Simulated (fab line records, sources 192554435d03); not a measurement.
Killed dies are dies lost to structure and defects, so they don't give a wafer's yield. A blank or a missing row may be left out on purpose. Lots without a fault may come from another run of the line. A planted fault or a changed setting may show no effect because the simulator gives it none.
Tool commonality check | flow n5_finfet | 8 lots, 24 wafers sampled

WHY IT WAS OPENED
At N5_BEOL_M4_RC_MEAS_101 the reading CJ_P is flagged on 2 of 8 lots. Wafers without a fault read 5.83, standard deviation 0.094.
Rule: a lot is flagged when every wafer of it that has a number lies more than 4 standard deviations from that mean, or none has a number. The other lots count as sound.

lot  | measured     | on        | CJ_P, wafer by wafer | flag
L927 | day 9 11:40  | prober-01 | 5.93 5.90 5.74       |
L930 | day 10 16:14 | prober-01 | 5.90 5.92 5.88       |
L933 | day 11 07:54 | prober-02 | 5.76 5.80 5.66       |
L937 | day 12 05:11 | prober-02 | 1.78 1.81 1.83       | FLAGGED
L939 | day 12 16:58 | prober-01 | 1.92 1.91 1.92       | FLAGGED
L941 | day 12 22:19 | prober-02 | 5.77 5.85 5.68       |
L942 | day 13 12:11 | prober-01 | 5.90 5.86 5.89       |
L944 | day 13 19:11 | prober-02 | 5.79 5.90 5.93       |
The numbers of the flagged lots are 1.86 on average: -3.97 against the usual, or -42 standard deviations.

WHICH TOOL RAN EACH LOT
The record holds 4 process steps before the reading, out of a route of 1938 steps. In each cell: the tool, then ch and the chambers that the sampled wafers went through, then the start.
lot  | flag    | N5_WELL_APT_IMPLANT_15         | N5_WELL_APT_EPI_41             | N5_FIN_SAQP_PECVD_47           | N5_FIN_SAQP_PECVD_06
L927 |         | implanter-01 ch 0, day 3 02:14 | epi_rpcvd-03 ch 0, day 3 05:10 | pecvd-04 ch 0,1,2, day 3 11:02 | pecvd-04 ch 0,1,2, day 3 11:07
L930 |         | implanter-02 ch 0, day 3 20:41 | epi_rpcvd-03 ch 0, day 3 23:08 | pecvd-01 ch 0,1, day 4 04:35   | pecvd-01 ch 0,1, day 4 04:41
L933 |         | implanter-02 ch 0, day 4 14:34 | epi_rpcvd-03 ch 0, day 4 16:37 | pecvd-01 ch 0,1, day 4 21:51   | pecvd-01 ch 0,1, day 4 21:56
L937 | FLAGGED | implanter-02 ch 0, day 5 14:17 | epi_rpcvd-04 ch 0, day 5 16:26 | pecvd-01 ch 0,1,2, day 5 22:11 | pecvd-01 ch 0,1,2, day 5 22:16
L939 | FLAGGED | implanter-02 ch 0, day 6 02:15 | epi_rpcvd-01 ch 0, day 6 04:22 | pecvd-02 ch 0,1, day 6 10:34   | pecvd-02 ch 0,1, day 6 10:38
L941 |         | implanter-01 ch 0, day 6 14:12 | epi_rpcvd-03 ch 0, day 6 17:24 | pecvd-04 ch 1,2, day 6 23:14   | pecvd-04 ch 1,2, day 6 23:22
L942 |         | implanter-01 ch 0, day 6 20:25 | epi_rpcvd-03 ch 0, day 6 22:39 | pecvd-01 ch 1,2, day 7 03:29   | pecvd-01 ch 1,2, day 7 03:34
L944 |         | implanter-01 ch 0, day 7 08:04 | epi_rpcvd-01 ch 0, day 7 09:56 | pecvd-01 ch 0,2, day 7 15:34   | pecvd-01 ch 0,2, day 7 15:41
What these steps do:
- N5_WELL_APT_IMPLANT_15
- N5_WELL_APT_EPI_41: deposits Si from SiH4/H2, target thk 50 nm, time 297.7 s.
- N5_FIN_SAQP_PECVD_47: deposits a-Si from SiH4/He, target thk 45 nm, time 36.3 s.
- N5_FIN_SAQP_PECVD_06: deposits a-Si from SiH4/He, target thk 60 nm, time 48.1 s.
- N5_BEOL_M4_RC_MEAS_101

FLAGGED OVER TOTAL, TOOL BY TOOL (the gauges that took the reading come last)
step                   | tool         | lots run | flagged | share of the flagged lots | sound lots run after its first flagged lot
N5_WELL_APT_IMPLANT_15 | implanter-01 | 4        | 0       | none                      | -
N5_WELL_APT_IMPLANT_15 | implanter-02 | 4        | 2       | all                       | 0
N5_WELL_APT_EPI_41     | epi_rpcvd-01 | 2        | 1       | some                      | 1 (L944)
N5_WELL_APT_EPI_41     | epi_rpcvd-03 | 5        | 0       | none                      | -
N5_WELL_APT_EPI_41     | epi_rpcvd-04 | 1        | 1       | some                      | 0
N5_FIN_SAQP_PECVD_47   | pecvd-01     | 5        | 1       | some                      | 2 (L942,L944)
N5_FIN_SAQP_PECVD_47   | pecvd-02     | 1        | 1       | some                      | 0
N5_FIN_SAQP_PECVD_47   | pecvd-04     | 2        | 0       | none                      | -
N5_FIN_SAQP_PECVD_06   | pecvd-01     | 5        | 1       | some                      | 2 (L942,L944)
N5_FIN_SAQP_PECVD_06   | pecvd-02     | 1        | 1       | some                      | 0
N5_FIN_SAQP_PECVD_06   | pecvd-04     | 2        | 0       | none                      | -
N5_BEOL_M4_RC_MEAS_101 | prober-01    | 4        | 1       | some                      | 1 (L942)
N5_BEOL_M4_RC_MEAS_101 | prober-02    | 4        | 1       | some                      | 2 (L941,L944)

WHAT THE TABLE ALLOWS
1 row of the table ran every flagged lot: implanter-02 at N5_WELL_APT_IMPLANT_15.
- implanter-02 at N5_WELL_APT_IMPLANT_15: 2 of its 4 lots flagged. Its last sound lot is L933 (day 4 14:34), its first flagged lot L937 (day 5 14:17): a fault that began between those two fits. Its own readings lie more than 4 standard deviations out on every wafer of the flagged lots: dose_ions_cm2, faraday_current_uA.
One tool is left: implanter-02 at N5_WELL_APT_IMPLANT_15.

WHAT THE SIMULATOR HAD PUT IN
Process parameter drift: implanter-02, from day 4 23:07 on, at N5_WELL_APT_IMPLANT_15. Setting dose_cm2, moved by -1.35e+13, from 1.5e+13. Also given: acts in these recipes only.
Lots struck among those shown: L937, L939. The rule above found the same.
